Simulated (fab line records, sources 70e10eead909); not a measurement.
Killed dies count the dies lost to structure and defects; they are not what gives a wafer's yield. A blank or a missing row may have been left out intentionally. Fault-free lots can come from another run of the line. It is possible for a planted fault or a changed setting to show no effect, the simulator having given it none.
Matching of chambers / flow nand harc / rie diel-03 running NHARC_A_CONTACT_ETCH_92: 4 sister chambers
The step etches the open film in CH3F/O2, target depth 40 nm, time 85.7 s. 16 wafers are shown with their chamber, then 7 later ones without.

## EACH WAFER AND ITS CHAMBER
wafer=L384.2; chamber=3; showerhead plenum p Torr (Torr)=2.33; drypump motor current A (A)=5.8; rf vpp V (V)=243.0
wafer=L384.4; chamber=2; showerhead plenum p Torr (Torr)=2.29; drypump motor current A (A)=6.2; rf vpp V (V)=242.1
wafer=L384.5; chamber=3; showerhead plenum p Torr (Torr)=2.33; drypump motor current A (A)=5.8; rf vpp V (V)=243.5
wafer=L386.3; chamber=1; showerhead plenum p Torr (Torr)=2.51; drypump motor current A (A)=5.4; rf vpp V (V)=245.5
wafer=L386.4; chamber=3; showerhead plenum p Torr (Torr)=2.33; drypump motor current A (A)=5.8; rf vpp V (V)=242.1
wafer=L386.6; chamber=1; showerhead plenum p Torr (Torr)=2.51; drypump motor current A (A)=5.4; rf vpp V (V)=245.8
wafer=L391.2; chamber=3; showerhead plenum p Torr (Torr)=2.33; drypump motor current A (A)=5.8; rf vpp V (V)=241.9
wafer=L391.3; chamber=1; showerhead plenum p Torr (Torr)=2.51; drypump motor current A (A)=5.4; rf vpp V (V)=245.5
wafer=L391.6; chamber=3; showerhead plenum p Torr (Torr)=2.33; drypump motor current A (A)=5.7; rf vpp V (V)=241.2
wafer=L392.3; chamber=2; showerhead plenum p Torr (Torr)=2.28; drypump motor current A (A)=6.2; rf vpp V (V)=241.0
wafer=L392.6; chamber=2; showerhead plenum p Torr (Torr)=2.28; drypump motor current A (A)=6.2; rf vpp V (V)=241.1
wafer=L396.1; chamber=3; showerhead plenum p Torr (Torr)=2.33; drypump motor current A (A)=5.8; rf vpp V (V)=244.2
wafer=L396.3; chamber=1; showerhead plenum p Torr (Torr)=2.51; drypump motor current A (A)=5.4; rf vpp V (V)=244.1
wafer=L396.4; chamber=2; showerhead plenum p Torr (Torr)=2.28; drypump motor current A (A)=6.2; rf vpp V (V)=242.1
wafer=L398.2; chamber=0; showerhead plenum p Torr (Torr)=2.39; drypump motor current A (A)=5.2; rf vpp V (V)=242.1
wafer=L398.4; chamber=1; showerhead plenum p Torr (Torr)=2.51; drypump motor current A (A)=5.4; rf vpp V (V)=245.2

SIGNATURES (means of the wafers above)
reading=showerhead plenum p Torr; chamber 0=2.3900; chamber 1=2.5100; chamber 2=2.2825; chamber 3=2.3300; scatter within a chamber=0.0025
reading=drypump motor current A; chamber 0=5.200; chamber 1=5.400; chamber 2=6.200; chamber 3=5.783; scatter within a chamber=0.0264
reading=rf vpp V; chamber 0=242.100; chamber 1=245.220; chamber 2=241.575; chamber 3=242.650; scatter within a chamber=0.869
Rule: a wafer's distance from a chamber is the root of the sum, over the readings, of the square of ((its reading less the chamber's mean) divided by the reading's scatter). If the next closest chamber is less than 2 further off than the closest, the wafer can't be placed; otherwise it belongs to the closest. The scatter: the root of (the sum of the squares of (reading less its chamber's mean) over the shown wafers, divided by (wafers less chambers)).

## WAFERS WITHOUT THEIR CHAMBER
wafer=L398.6; showerhead plenum p Torr (Torr)=2.32; drypump motor current A (A)=5.8; rf vpp V (V)=243.7
wafer=L401.1; showerhead plenum p Torr (Torr)=2.32; drypump motor current A (A)=5.8; rf vpp V (V)=243.2
wafer=L401.2; showerhead plenum p Torr (Torr)=2.28; drypump motor current A (A)=6.2; rf vpp V (V)=240.8
wafer=L401.6; showerhead plenum p Torr (Torr)=2.28; drypump motor current A (A)=6.2; rf vpp V (V)=242.1
wafer=L403.2; showerhead plenum p Torr (Torr)=2.32; drypump motor current A (A)=5.8; rf vpp V (V)=242.7
wafer=L403.3; showerhead plenum p Torr (Torr)=2.39; drypump motor current A (A)=5.1; rf vpp V (V)=242.0
wafer=L403.6; showerhead plenum p Torr (Torr)=2.32; drypump motor current A (A)=5.7; rf vpp V (V)=243.4

## THE CHAMBER EACH PASSED THROUGH
wafer=L398.6; from the rows above=3; in truth=3
wafer=L401.1; from the rows above=3; in truth=3
wafer=L401.2; from the rows above=2; in truth=2
wafer=L401.6; from the rows above=2; in truth=2
wafer=L403.2; from the rows above=3; in truth=3
wafer=L403.3; from the rows above=0; in truth=0
wafer=L403.6; from the rows above=3; in truth=3
7 of 7 placed correctly. Can't be placed from these rows: 0. 0 placed wrongly.
